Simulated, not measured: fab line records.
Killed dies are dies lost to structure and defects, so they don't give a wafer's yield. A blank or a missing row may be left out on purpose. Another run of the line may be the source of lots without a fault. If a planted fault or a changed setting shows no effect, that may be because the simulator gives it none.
fab line records	flow n5_finfet
record: lots: 7	wafers: 21
route steps=1938 shown BEOL_M11@1575 BEOL_M12@1604 BEOL_M13@1682 BEOL_M14@1751 TV_LITHO@1879 TV_OPEN@1888 PASSIVATION@1901
start_h: the number of hours between the record's first day and the start of the first shown wafer of the lot	wait_h: how many hours have passed since the lot's step before this one	" the same as in the row above	L1.1+2: several wafers, shown together as one row	- no value, or no start given	* or withheld: withheld	< > ~ a bound
route shown NAME@n: names a module that has steps shown in the file, with the first one's number in the route	usual: average and standard deviation across the fault-free wafers	same: alike in all rows	chamber/n: place in a boat	sites: readings site by site	_std_site: their standard deviation	_edge_site: mean of outer sites minus mean of inner sites	radius_mm: for every site, how far away it sits from the centre of the wafer	mask NAME#n: copy n	behind: tool/chamber where the wafer was last shaped	hold: the reason the lot was held/the length of the hold in hours/how it ended	device: which transistor (n, p or np) failed to switch	end of line: the tests these same wafers got at the end of their route	where a step has no rows: the recipe by itself	killed: the dies lost at the first sort to structure and to defects; this is not the yield of the wafer	map: shows each die of a wafer: x if killed, . if not, _ if none is there
set.NAME: the setting the step ran with; set.NAME@STEP: the setting that earlier step ran with	model.NAME: the simulator's own value behind a step, which no gauge read
lots whose settings were changed on purpose; a table a step, a row a wafer
== steps ==
step: N5_BEOL_M11_VIA_ETCH_34
recipe: chemistry: C4F6/O2	target: SiCOH_lowk	target_depth_a: 1845	mask_material: SOC	taper_deg: 4	time_s: 69.2	ion_energy_ev: 250	pressure_mtorr: 30	source_w: 345	bias_w: 185	Ar_flow_sccm: 300	C4F6_flow_sccm: 10	O2_flow_sccm: 10
lot.wafer	tool	chamber	start_h	wait_h	set.time_s	model.etch.depth_nm	model.SOC_of_BEOL_M11_COAT_63.thk_nm
L076.2	rie_diel-02	2	246.75	0.0	69.2	179.2	92.4
L076.4	"	2	"	"	69.2	178.8	92.4
L076.5	"	3	"	"	69.2	175.2	92.2
L078.1	rie_diel-01	0	254.35	0.0	69.2	185.6	91.2
L078.3	"	3	"	"	69.2	182.1	91.6
L078.4	"	1	"	"	69.2	178.9	91.8
L083.1	rie_diel-06	0	276.65	0.0	69.2	184.7	92
L083.5	"	3	"	"	74.96	201.6	91.2
L083.6	"	2	"	"	69.2	180.1	92
L090.4	rie_diel-06	1	339.80	0.0	69.2	186	92.4
L090.5	"	0	"	"	69.2	186.3	92
L090.6	"	1	"	"	69.2	185.8	92.2
L093.1	rie_diel-06	3	341.56	0.0	76.3	204.9	91.2
L093.2	"	2	"	"	69.2	184.5	92
L093.3	"	0	"	"	69.2	185	92.2
L092.1	rie_diel-06	3	347.19	0.0	69.2	186.9	92.4
L092.3	"	1	"	"	69.2	187.4	92.4
L092.6	"	0	"	"	69.2	185.7	92.2
L097.3	rie_diel-02	3	394.43	0.0	54.81	143.2	93.8
L097.4	"	0	"	"	54.81	150.1	93.8
L097.5	"	3	"	"	69.2	181.8	92
step: N5_BEOL_M11_TRENCH_ETCH_37
recipe: chemistry: C4F6/O2	target_depth_a: 1488.3	target: SiCOH_lowk	time_s: 48	ion_energy_ev: 250	pressure_mtorr: 30	source_w: 345	bias_w: 185	Ar_flow_sccm: 300	C4F6_flow_sccm: 10	O2_flow_sccm: 10
usual: rf_vpp_V: 661/10
lot.wafer	tool	chamber	start_h	wait_h	set.bias_w	rf_vpp_V
L076.2	rie_diel-02	2	-	-	208.8	722
L076.4	"	2	"	"	208.8	723
L076.5	"	3	"	"	185	648
L078.1	rie_diel-01	0	-	-	185	669
L078.3	"	3	"	"	185	659
L078.4	"	1	"	"	185	672
L083.1	rie_diel-06	0	-	-	185	655
L083.5	"	3	"	"	203.3	715
L083.6	"	2	"	"	203.3	720
L090.4	rie_diel-06	1	-	-	185	673
L090.5	"	0	"	"	211.5	726
L090.6	"	1	"	"	211.5	749
L093.1	rie_diel-06	3	-	-	166.7	610
L093.2	"	2	"	"	166.7	614
L093.3	"	0	"	"	185	654
L092.1	rie_diel-06	0	-	-	185	655
L092.3	"	3	"	"	185	663
L092.6	"	3	"	"	185	663
L097.3	rie_diel-02	3	-	-	185	647
L097.4	"	0	"	"	152.7	582
L097.5	"	3	"	"	152.7	554
step: N5_BEOL_M12_COAT_58
recipe: resist: BARC	temp_c: 205	time_s: 60	spin_rpm: 1500	resist_thk_nm: 89
lot.wafer	tool	chamber	start_h	wait_h	set.spin_rpm	model.BARC_of_BEOL_M12_COAT_58.thk_nm
L076.2	litho_track-04	0	250.41	0.0	1500	89
L076.4	"	0	"	"	1657	84.4
L076.5	"	0	"	"	1657	84.6
L078.1	litho_track-01	0	258.73	0.0	1500	88.6
L078.3+4	"	0	"	"	1500	88.8
L083.1+6	litho_track-04	0	279.76	0.0	1500	89
L083.5	"	0	"	"	1612	85.8
L090.4	litho_track-05	0	343.33	0.0	1500	89
L090.5	"	0	"	"	1500	88.6
L090.6	"	0	"	"	1500	89.2
L093.1	litho_track-01	0	344.66	0.0	1500	89.2
L093.2	"	0	"	"	1500	89
L093.3	"	0	"	"	1653	84.8
L092.1+3	litho_track-01	0	351.64	0.0	1633	85.6
L092.6	"	0	"	"	1500	89
L097.3	litho_track-05	0	397.61	0.0	1500	89
L097.4	"	0	"	"	1500	88.8
L097.5	"	0	"	"	1555	87.4
step: N5_BEOL_M12_DESCUM_15
recipe: chemistry: O2	time_s: 7.9	source_power_w: 50	bias_power_w: 20	pressure_mtorr: 20	rf_frequency_hz: 2.712e+07	temp_c: 40	o2_flow_sccm: 225
lot.wafer	tool	chamber	start_h	wait_h	set.time_s
L076.2+5	rie_diel-04	0,2	250.77	0.0	7.147
L076.4	"	3	"	"	7.9
L078.1+3+4	rie_diel-05	2,1,2	259.09	0.0	7.9
L083.1+5	rie_diel-05	3,1	280.12	0.0	7.9
L083.6	"	0	"	"	6.648
L090.4+6	rie_diel-03	0	343.69	0.0	7.9
L090.5	"	1	"	"	6.676
L093.1+2	rie_diel-05	0,3	345.21	0.1	8.654
L093.3	"	1	"	"	7.9
L092.1+3+6	rie_diel-03	0,1,1	352.13	0.0	7.9
L097.3+4+5	rie_diel-03	3,2,3	397.97	0.0	6.95
step: N5_BEOL_M12_ETCH_59
recipe: chemistry: N2/H2	target: BARC	target_depth_a: 890	overetch_a: 267	time_s: 67.9	ion_energy_ev: 200	pressure_mtorr: 30	source_w: 840	bias_w: 150	n2_flow_sccm: 200	h2_flow_sccm: 200
lot.wafer	tool	chamber	start_h	wait_h	set.spin_rpm@BEOL_M12_COAT_58	model.etch.depth_nm
L076.2	rie_diel-04	0	250.80	0.0	1500	88.9
L076.4	"	3	"	"	1657	84.42
L076.5	"	2	"	"	1657	84.53
L078.1	rie_diel-05	2	259.13	0.0	1500	88.62
L078.3	"	1	"	"	1500	88.81
L078.4	"	2	"	"	1500	88.89
L083.1	rie_diel-05	3	280.16	0.0	1500	89.08
L083.5	"	1	"	"	1612	85.86
L083.6	"	0	"	"	1500	88.98
L090.4	rie_diel-03	0	343.73	0.0	1500	88.95
L090.5	"	1	"	"	1500	88.68
L090.6	"	0	"	"	1500	89.19
L093.1	rie_diel-05	0	345.25	0.0	1500	89.1
L093.2	"	3	"	"	1500	89.03
L093.3	"	1	"	"	1653	84.77
L092.1	rie_diel-03	0	352.16	0.0	1633	85.62
L092.3	"	1	"	"	1633	85.66
L092.6	"	1	"	"	1500	88.98
L097.3	rie_diel-03	3	398.00	0.0	1500	89.08
L097.4	"	2	"	"	1500	88.88
L097.5	"	3	"	"	1555	87.45
step: N5_BEOL_M12_VIA_ETCH_16
recipe: chemistry: C4F8/O2/Ar	target: SiOC	pressure_mtorr: 30	source_w: 3000	bias_w: 700	Ar_flow_sccm: 400	C4F8_flow_sccm: 15	O2_flow_sccm: 8	he_inner_torr: 15	he_outer_torr: 30	target_depth_a: 7248	time_s: withheld	ion_energy_ev: 250	ends: cleared
step: N5_BEOL_M12_STRIP_63
recipe: chemistry: N2/H2	power_w: 1000	temp_c: 250	h2_frac: 0.65	overash_fraction: 0.3	pressure_mtorr: 1000	n2_flow_sccm: 1750	h2_flow_sccm: 3250
step: N5_BEOL_M12_STRIP_64
recipe: chemistry: N2/H2	power_w: 1000	temp_c: 250	h2_frac: 0.65	overash_fraction: 0.3	pressure_mtorr: withheld	n2_flow_sccm: 1750	h2_flow_sccm: 3250
usual: strip_time_to_endpoint_s: 31.32/0.066
lot.wafer	tool	chamber	start_h	wait_h	set.spin_rpm@BEOL_M12_COAT_58	strip_time_to_endpoint_s
L076.2	plasma_asher-01	0	251.12	0.0	1500	31.29
L076.4	"	1	"	"	1657	30.01
L076.5	"	1	"	"	1657	30.03
L078.1	plasma_asher-01	0	259.44	0.0	1500	31.21
L078.3	"	0	"	"	1500	31.24
L078.4	"	1	"	"	1500	31.27
L083.1	plasma_asher-01	1	280.47	0.0	1500	31.32
L083.5	"	1	"	"	1612	30.42
L083.6	"	0	"	"	1500	31.32
L090.4	plasma_asher-02	0	344.06	0.0	1500	31.29
L090.5	"	1	"	"	1500	31.21
L090.6	"	0	"	"	1500	31.38
L093.1	plasma_asher-01	1	345.69	0.0	1500	31.35
L093.2	"	0	"	"	1500	31.33
L093.3	"	1	"	"	1653	30.11
L092.1	plasma_asher-02	0	352.47	0.0	1633	30.35
L092.3	"	1	"	"	1633	30.35
L092.6	"	0	"	"	1500	31.32
L097.3	plasma_asher-01	0	398.33	0.0	1500	31.32
L097.4	"	1	"	"	1500	31.28
L097.5	"	0	"	"	1555	30.87
step: N5_BEOL_M13_COAT_22
recipe: spin_rpm: 2888	resist_thk_nm: 300
lot.wafer	tool	chamber	start_h	wait_h	set.spin_rpm	model.coat_of_BEOL_M13_COAT_22.thk_nm
L076.2	litho_track-02	0	-	-	3103	289
L076.4+5	"	0	"	"	2888	300.2
L078.1	litho_track-01	0	-	-	2888	298.6
L078.3	"	0	"	"	2888	298.4
L078.4	"	0	"	"	2888	297.6
L083.1	litho_track-01	0	-	-	2802	301.8
L083.5	"	0	"	"	2802	302.6
L083.6	"	0	"	"	2888	298.2
L090.4	litho_track-02	0	-	-	2761	307
L090.5	"	0	"	"	2761	306.4
L090.6	"	0	"	"	2888	300
L093.1	litho_track-03	0	-	-	2687	310.6
L093.2	"	0	"	"	2888	299.6
L093.3	"	0	"	"	2687	311
L092.1	litho_track-01	0	-	-	3003	293
L092.3	"	0	"	"	3003	292.8
L092.6	"	0	"	"	2888	299.4
L097.3+4	litho_track-01	0	-	-	2888	300
L097.5	"	0	"	"	2888	300.4
step: N5_BEOL_M13_EBR_24
recipe: solvent: PGMEA	ebr_width_mm: 1.5
step: N5_BEOL_M13_SOFTBAKE_23
recipe: temp_c: 130	time_s: 60
step: N5_BEOL_M13_DESCUM_33
recipe: chemistry: O2	time_s: 7.9	source_power_w: 50	bias_power_w: 20	pressure_mtorr: 20	rf_frequency_hz: 2.712e+07	temp_c: 40	o2_flow_sccm: 225
lot.wafer	tool	chamber	start_h	wait_h	set.spin_rpm@BEOL_M13_COAT_22	model.coat_of_BEOL_M13_COAT_22.thk_nm
L076.2	rie_diel-06	0	257.99	0.3	3103	272
L076.4	"	0	"	"	2888	283.2
L076.5	"	3	"	"	2888	283
L078.1	rie_diel-01	1	265.66	0.0	2888	281.6
L078.3	"	3	"	"	2888	281.2
L078.4	"	2	"	"	2888	280.4
L083.1	rie_diel-06	0	288.76	0.0	2802	284.8
L083.5	"	3	"	"	2802	285.4
L083.6	"	2	"	"	2888	281
L090.4	rie_diel-02	1	350.36	0.5	2761	290
L090.5	"	2	"	"	2761	289.2
L090.6	"	0	"	"	2888	282.8
L093.1	rie_diel-02	0	350.89	0.5	2687	293.4
L093.2	"	1	"	"	2888	282.6
L093.3	"	2	"	"	2687	293.8
L092.1	rie_diel-06	1	361.15	1.1	3003	276
L092.3	"	0	"	"	3003	275.6
L092.6	"	3	"	"	2888	282.2
L097.3	rie_diel-06	3	404.69	0.3	2888	282.8
L097.4	"	0	"	"	2888	283
L097.5	"	1	"	"	2888	283.2
step: N5_BEOL_M14_ETCH_68
recipe: chemistry: N2/H2	target: SOC	mask_material: SiARC	source_w: 3000	bias_w: 350	temp_c: 40	time_s: 450	ion_energy_ev: 200	pressure_mtorr: 30	n2_flow_sccm: 200	h2_flow_sccm: 200
lot.wafer	tool	chamber	start_h	wait_h	set.time_s	model.SiARC_of_BEOL_M14_COAT_66.thk_nm
L076.2	rie_diel-03	2	264.98	0.1	450	64.6
L076.4	"	3	"	"	547.8	56
L076.5	"	0	"	"	450	66.2
L078.1	rie_diel-04	0	273.55	0.1	450	64
L078.3	"	3	"	"	450	64.6
L078.4	"	3	"	"	450	64.2
L083.1	rie_diel-03	3	294.93	0.1	450	65.6
L083.5	"	1	"	"	353	75
L083.6	"	0	"	"	353	74.8
L090.4	rie_diel-04	1	354.87	0.1	450	64.8
L090.5	"	2	"	"	506.5	60.2
L090.6	"	3	"	"	506.5	59.4
L093.1	rie_diel-04	2	361.39	0.1	450	65.6
L093.2	"	0	"	"	523.5	56.8
L093.3	"	1	"	"	450	64.4
L092.1	rie_diel-05	2	365.94	0.1	504.8	60.2
L092.3	"	1	"	"	450	64.4
L092.6	"	2	"	"	450	65.4
L097.3+5	rie_diel-05	3	409.79	0.1	450	63.4
L097.4	"	1	"	"	450	64.2
step: N5_PASSIVATION_EXPOSE_07
recipe: mask_id: TV	na: 0.55	source_shape: conventional	sigma_outer: 0.8	polarization: unpolarized	defocus_nm: 0	target_cd_nm: 3000	dose_mj: 22.75
lot.wafer	tool	chamber	start_h	wait_h	mask	set.dose_mj
L076.2+4+5	krf_scanner-01	0	280.32	-	TV#0	23.9
L078.1+3+4	krf_scanner-02	0	292.46	-	TV#0	22.75
L083.1	krf_scanner-02	0	312.11	-	TV#0	22.75
L083.5+6	"	0	"	"	TV#0	23.57
L090.4+6	krf_scanner-02	0	373.63	-	TV#0	23.5
L090.5	"	0	"	"	TV#0	22.75
L093.1+2+3	krf_scanner-01	0	375.47	-	TV#0	22.75
L092.1+6	krf_scanner-01	0	383.59	-	TV#0	21.18
L092.3	"	0	"	"	TV#0	22.75
L097.3+4+5	krf_scanner-02	0	432.10	-	TV#0	22.75
step: N5_PASSIVATION_PEB_08
recipe: peb_temp_c: withheld	peb_time_s: *
step: N5_PASSIVATION_DEVELOP_09
recipe: develop_time_s: 60	rinse_liquid: diw	dry: air_spin	dev_temp_c: 21
step: N5_PASSIVATION_HARDBAKE_11
recipe: temp_c: 130	time_s: 120
step: N5_PASSIVATION_CD_MEAS_10
recipe: target_cd_nm: 3000	landing_energy_ev: 500	detector: se_inlens
usual: cd_nm: 2998.6/2.1
lot.wafer	tool	chamber	start_h	wait_h	set.dose_mj@PASSIVATION_EXPOSE_07	cd_nm
L076.2	cd_sem-02	0	280.49	-	23.9	3010.5
L076.4	"	0	"	"	23.9	3008.5
L076.5	"	0	"	"	23.9	3011.0
L078.1	cd_sem-02	0	292.64	-	22.75	2996.6
L078.3	"	0	"	"	22.75	2994.2
L078.4	"	0	"	"	22.75	2995.1
L083.1	cd_sem-01	0	312.29	-	22.75	2997.6
L083.5	"	0	"	"	23.57	3003.1
L083.6	"	0	"	"	23.57	3006.4
L090.4	cd_sem-01	0	373.79	-	23.5	3006.9
L090.5	"	0	"	"	22.75	3004.0
L090.6	"	0	"	"	23.5	3010.1
L093.1	cd_sem-03	0	375.65	-	22.75	2999.8
L093.2	"	0	"	"	22.75	2998.1
L093.3	"	0	"	"	22.75	2995.1
L092.1	cd_sem-02	0	383.76	-	21.18	2981.1
L092.3	"	0	"	"	22.75	2998.9
L092.6	"	0	"	"	21.18	2981.5
L097.3	cd_sem-01	0	432.27	-	22.75	2996.3
L097.4	"	0	"	"	22.75	3000.5
L097.5	"	0	"	"	22.75	3000.3
step: N5_PASSIVATION_DESCUM_12
recipe: chemistry: O2	time_s: 7.9	source_power_w: 50	bias_power_w: 20	pressure_mtorr: 20	rf_frequency_hz: 2.712e+07	temp_c: 40	o2_flow_sccm: 225
lot.wafer	tool	chamber	start_h	wait_h	set.dose_mj@PASSIVATION_EXPOSE_07	model.TV_LITHO.cd_nm
L076.2	rie_diel-02	1	280.98	0.4	23.9	3010
L076.4	"	0	"	"	23.9	3009
L076.5	"	1	"	"	23.9	3011
L078.1	rie_diel-02	2	292.73	0.0	22.75	2997
L078.3	"	3	"	"	22.75	2994
L078.4	"	1	"	"	22.75	2996
L083.1	rie_diel-06	1	312.40	0.0	22.75	2997
L083.5	"	0	"	"	23.57	3004
L083.6	"	1	"	"	23.57	3007
L090.4	rie_diel-01	2	373.88	0.0	23.5	3007
L090.5	"	2	"	"	22.75	3004
L090.6	"	3	"	"	23.5	3010
L093.1	rie_diel-01	0	375.76	0.1	22.75	3000
L093.2	"	1	"	"	22.75	2998
L093.3	"	3	"	"	22.75	2995
L092.1+6	rie_diel-01	2,1	383.85	0.0	21.18	2981
L092.3	"	3	"	"	22.75	2998
L097.3	rie_diel-01	2	432.51	0.2	22.75	2997
L097.4+5	"	0	"	"	22.75	3000
step: N5_PASSIVATION_VIA_ETCH_13
recipe: chemistry: CHF3/O2	target: SiO2	target_depth_a: 6600	CHF3_flow_sccm: 50	O2_flow_sccm: 5	Ar_flow_sccm: 200	time_s: 330	mask_material: PR	pressure_mtorr: 30	source_w: 650	bias_w: 170	ion_energy_ev: 200	ends: cleared
usual: rf_vpp_V: 521/8.3
lot.wafer	tool	chamber	start_h	wait_h	set.source_w	rf_vpp_V
L076.2	rie_diel-02	1	281.14	0.0	650	509
L076.4	"	0	"	"	580.4	565
L076.5	"	1	"	"	650	508
L078.1	rie_diel-02	2	292.88	0.0	650	515
L078.3	"	3	"	"	650	511
L078.4	"	1	"	"	650	507
L083.1	rie_diel-06	1	312.55	0.0	650	530
L083.5	"	0	"	"	650	516
L083.6	"	1	"	"	650	531
L090.4	rie_diel-01	2	374.04	0.0	544.7	566
L090.5	"	2	"	"	544.7	565
L090.6	"	3	"	"	650	518
L093.1	rie_diel-01	0	375.92	0.0	751.7	489
L093.2	"	1	"	"	751.7	493
L093.3	"	3	"	"	751.7	484
L092.1	rie_diel-01	2	384.01	0.0	712.8	497
L092.3	"	3	"	"	650	520
L092.6	"	1	"	"	712.8	506
L097.3	rie_diel-01	2	432.66	0.0	538.9	568
L097.4	"	0	"	"	650	526
L097.5	"	0	"	"	538.9	578
step: N5_PASSIVATION_ETCH_15
recipe: chemistry: CF4/N2	target: SiCN	target_depth_a: 750	taper_deg: 2	time_s: 81.2	ion_energy_ev: 150	mask_material: SiNx	pressure_mtorr: 40	source_w: 430	bias_w: 70	Ar_flow_sccm: 100	cf4_flow_sccm: 60	n2_flow_sccm: 60
usual: rf_vpp_V: 382.4/2
lot.wafer	tool	chamber	start_h	wait_h	set.bias_w	rf_vpp_V
L076.2	rie_diel-02	1	-	-	73.52	392.5
L076.4	"	0	"	"	70	385.6
L076.5	"	1	"	"	70	379.2
L078.1	rie_diel-02	2	-	-	70	385.1
L078.3	"	3	"	"	70	381.5
L078.4	"	1	"	"	70	379.7
L083.1	rie_diel-06	1	-	-	70	381.1
L083.5	"	0	"	"	70	382.1
L083.6	"	1	"	"	70	381.1
L090.4	rie_diel-01	2	-	-	76.25	402.7
L090.5	"	2	"	"	76.25	403.2
L090.6	"	3	"	"	70	384.2
L093.1	rie_diel-01	0	-	-	70	382.5
L093.2	"	1	"	"	70	383.0
L093.3	"	3	"	"	64.27	365.5
L092.1	rie_diel-01	2	-	-	70	382.3
L092.3	"	3	"	"	70	384.5
L092.6	"	1	"	"	70	380.2
L097.3	rie_diel-01	2	-	-	70	380.9
L097.4	"	0	"	"	78.72	410.8
L097.5	"	0	"	"	78.72	411.3
step: N5_PASSIVATION_EXPOSE_27
recipe: mask_id: PAD	na: 0.55	source_shape: conventional	sigma_outer: 0.8	polarization: unpolarized	defocus_nm: 0	dose_mj: 32.3
lot.wafer	tool	chamber	start_h	wait_h	mask	set.dose_mj
L076.2+5	krf_scanner-02	0	282.39	-	PAD#0	32.3
L076.4	"	0	"	"	PAD#0	32.93
L078.1+3+4	krf_scanner-01	0	295.88	-	PAD#0	32.3
L083.1+5+6	krf_scanner-01	0	313.79	-	PAD#0	32.3
L090.4	krf_scanner-02	0	375.46	-	PAD#0	32.3
L090.5+6	"	0	"	"	PAD#0	30.01
L093.1+2+3	krf_scanner-01	0	377.28	-	PAD#0	32.3
L092.1+3+6	krf_scanner-01	0	385.54	-	PAD#0	32.3
L097.3+4	krf_scanner-01	0	433.90	-	PAD#0	32.3
L097.5	"	0	"	"	PAD#0	30.75
step: N5_PASSIVATION_PEB_28
recipe: peb_temp_c: withheld	peb_time_s: *
step: N5_PASSIVATION_DEVELOP_29
recipe: develop_time_s: 60	rinse_liquid: diw	dry: air_spin	dev_temp_c: 21
step: N5_PASSIVATION_HARDBAKE_31
recipe: temp_c: 130	time_s: 120
step: N5_PASSIVATION_CD_MEAS_30
recipe: target_cd_nm: 4000	landing_energy_ev: 500	detector: se_inlens	polarity: opening
usual: cd_nm: 4000.7/2.3
lot.wafer	tool	chamber	start_h	wait_h	set.dose_mj@PASSIVATION_EXPOSE_27	cd_nm
L076.2	cd_sem-01	0	282.56	-	32.3	4004.4
L076.4	"	0	"	"	32.93	4005.9
L076.5	"	0	"	"	32.3	4003.2
L078.1	cd_sem-01	0	296.06	-	32.3	4000.6
L078.3	"	0	"	"	32.3	4002.3
L078.4	"	0	"	"	32.3	3998.1
L083.1	cd_sem-03	0	313.97	-	32.3	3999.8
L083.5	"	0	"	"	32.3	3996.6
L083.6	"	0	"	"	32.3	3999.5
L090.4	cd_sem-03	0	375.62	-	32.3	4003.5
L090.5	"	0	"	"	30.01	3989.2
L090.6	"	0	"	"	30.01	3992.9
L093.1	cd_sem-01	0	377.46	-	32.3	4004.3
L093.2	"	0	"	"	32.3	4003.7
L093.3	"	0	"	"	32.3	4003.0
L092.1	cd_sem-03	0	385.71	-	32.3	4000.6
L092.3	"	0	"	"	32.3	3999.0
L092.6	"	0	"	"	32.3	4000.8
L097.3	cd_sem-02	0	434.07	-	32.3	3998.6
L097.4	"	0	"	"	32.3	3999.0
L097.5	"	0	"	"	30.75	3992.3
== key ==
split: step: N5_BEOL_M11_VIA_ETCH_34	setting: time_s	stated: 69.2	by: wafer
response: step: N5_BEOL_M11_VIA_ETCH_34	reading: model.etch.depth_nm	change: +1.81	per: 1%	r: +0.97
response: step: N5_BEOL_M11_VIA_ETCH_34	reading: model.SOC_of_BEOL_M11_COAT_63.thk_nm	change: -0.0879	per: 1%	r: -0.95
split: step: N5_BEOL_M11_TRENCH_ETCH_37	setting: bias_w	stated: 185	by: wafer
response: step: N5_BEOL_M11_TRENCH_ETCH_37	reading: rf_vpp_V	change: +4.94	per: 1%	r: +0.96
split: step: N5_BEOL_M12_COAT_58	setting: spin_rpm	stated: 1500	by: wafer
response: step: N5_BEOL_M12_COAT_58	reading: model.BARC_of_BEOL_M12_COAT_58.thk_nm	change: -0.416	per: 1%	r: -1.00
response: step: N5_BEOL_M12_ETCH_59	reading: model.etch.depth_nm	change: -0.412	per: 1%	r: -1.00
response: step: N5_BEOL_M12_STRIP_64	reading: strip_time_to_endpoint_s	change: *	per: 1%	r: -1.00
split: step: N5_BEOL_M12_DESCUM_15	setting: time_s	stated: 7.9	by: wafer
response none clear
split: step: N5_BEOL_M13_COAT_22	setting: spin_rpm	stated: 2888	by: wafer
response: step: N5_BEOL_M13_COAT_22	reading: model.coat_of_BEOL_M13_COAT_22.thk_nm	change: -1.55	per: 1%	r: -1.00
response: step: N5_BEOL_M13_DESCUM_33	reading: model.coat_of_BEOL_M13_COAT_22.thk_nm	change: -1.53	per: 1%	r: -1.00
split: step: N5_BEOL_M14_ETCH_68	setting: time_s	stated: 450	by: wafer
response: step: N5_BEOL_M14_ETCH_68	reading: model.SiARC_of_BEOL_M14_COAT_66.thk_nm	change: -0.436	per: 1%	r: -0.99
split: step: N5_PASSIVATION_EXPOSE_07	setting: dose_mj	stated: 22.75	by: wafer
response: step: N5_PASSIVATION_CD_MEAS_10	reading: cd_nm	change: +2.26	per: 1%	r: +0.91
response: step: N5_PASSIVATION_DESCUM_12	reading: model.TV_LITHO.cd_nm	change: +2.24	per: 1%	r: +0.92
split: step: N5_PASSIVATION_VIA_ETCH_13	setting: source_w	stated: 650	by: wafer
response: step: N5_PASSIVATION_VIA_ETCH_13	reading: rf_vpp_V	change: -3.09	per: 1%	r: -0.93
split: step: N5_PASSIVATION_ETCH_15	setting: bias_w	stated: 70	by: wafer
response: step: N5_PASSIVATION_ETCH_15	reading: rf_vpp_V	change: +2.25	per: 1%	r: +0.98
split: step: N5_PASSIVATION_EXPOSE_27	setting: dose_mj	stated: 32.3	by: wafer
response: step: N5_PASSIVATION_CD_MEAS_30	reading: cd_nm	change: +1.6	per: 1%	r: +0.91
